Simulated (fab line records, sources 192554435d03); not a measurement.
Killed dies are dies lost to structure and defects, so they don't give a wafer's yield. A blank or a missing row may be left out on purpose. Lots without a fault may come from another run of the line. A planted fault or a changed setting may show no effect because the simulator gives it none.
Split-lot experiment | flow n5_finfet | 7 lots, 21 wafers read, on a route of 1938 steps

THE SPLIT
At N5_BEOL_M0_ETCH_109 (etches SiCN in CH3F/O2, target depth 8 nm, overetch 2.4 nm, time 27.4 s), the setting bias_w was moved away from the recipe's 75 W on 9 of the 21 wafers read, by -17.4% to +16.3%. The other wafers ran this setting at the recipe's value.

The reading is taken at the split's own step.

THE READING
rf_vpp_V, in V, at N5_BEOL_M0_ETCH_109 (etches SiCN in CH3F/O2, target depth 8 nm, overetch 2.4 nm, time 27.4 s). Fault-free wafers of this fab line usually give 297.7 V, standard deviation 1.8 V.

wafer  | tool, chamber at the split | bias_w as run, W | against the recipe | rf_vpp_V, V | against lot-mates on the recipe
L078.2 | rie_diel-02, 1             | 75               | recipe             | 299.0       | -
L078.3 | rie_diel-02, 0             | 87.22            | +16.3%             | 328.3       | +29.3
L078.5 | rie_diel-02, 0             | 87.22            | +16.3%             | 328.1       | +29.1
L076.1 | rie_diel-03, 1             | 75               | recipe             | 298.2       | -
L076.3 | rie_diel-03, 2             | 62.38            | -16.8%             | 261.3       | -36.9
L076.4 | rie_diel-03, 0             | 62.38            | -16.8%             | 266.3       | -31.9
L080.4 | rie_diel-06, 3             | 75               | recipe             | 295.0       | -
L080.5 | rie_diel-06, 1             | 75               | recipe             | 296.6       | -
L080.6 | rie_diel-06, 2             | 75               | recipe             | 298.8       | -
L090.3 | rie_diel-02, 1             | 75               | recipe             | 300.5       | -
L090.4 | rie_diel-02, 0             | 81.63            | +8.8%              | 315.1       | +14.6
L090.5 | rie_diel-02, 0             | 81.63            | +8.8%              | 314.8       | +14.3
L091.1 | rie_diel-02, 1             | 61.98            | -17.4%             | 265.9       | -32.5
L091.3 | rie_diel-02, 3             | 75               | recipe             | 298.8       | -
L091.4 | rie_diel-02, 0             | 75               | recipe             | 297.9       | -
L093.4 | rie_diel-02, 3             | 80.1             | +6.8%              | 311.6       | +13.8
L093.5 | rie_diel-02, 1             | 75               | recipe             | 297.8       | -
L093.6 | rie_diel-02, 2             | 80.1             | +6.8%              | 311.7       | +13.9
L095.1 | rie_diel-03, 2             | 75               | recipe             | 295.8       | -
L095.4 | rie_diel-03, 3             | 75               | recipe             | 295.6       | -
L095.5 | rie_diel-03, 1             | 75               | recipe             | 300.2       | -

THE FIT
A straight line over all 21 wafers: rf_vpp_V changes by +1.93 V for each +1% of bias_w; r = +1.00; the points scatter about the line by 1.7 V.
The same after taking each lot's own level away (the mean of its wafers on the recipe; 21 wafers): +1.9 V for each +1%; r = +1.00; scatter 1.8 V.
On that fit, the largest move of bias_w shifts the reading by 33 V.
The lots' own levels span 296.80 to 300.50 V, that is 2.1 times the standard deviation above.
So the lot-to-lot level changes the slope little: the two slopes agree.
Check: with one of the wafers moved furthest among these (-17.4%) left out of the fit, the line predicts -33.7 V for it against its lot-mates. It came out at -32.5 V against them.
Tool readings at the split's step, against how far the setting was moved: rf_vpp_V r = +1.00.

OTHER SPLITS ON THESE WAFERS
These wafers also went through other splits before the reading. Each is held against what the fit with the lots' levels taken away leaves over:
other split on the same wafers       | wafers away from the commonest value | r with rf_vpp_V (lot level and that fit taken away)
N5_HKMG_FIN_COAT_06 spin_rpm         | 9                                    | +0.04
N5_GATE_CUT_CUT_ETCH_54 icp_w        | 5                                    | +0.37
N5_GATE_CUT_ALD_22 ald_cycles        | 8                                    | +0.29
N5_MOL_CONTACT_COAG_ETCH_67 source_w | 8                                    | -0.09
N5_BEOL_M0_ETCH_138 source_w         | 6                                    | +0.23

THE FILE'S OWN FIT
rf_vpp_V changes by +1.89 V for each +1% of bias_w, r = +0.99.
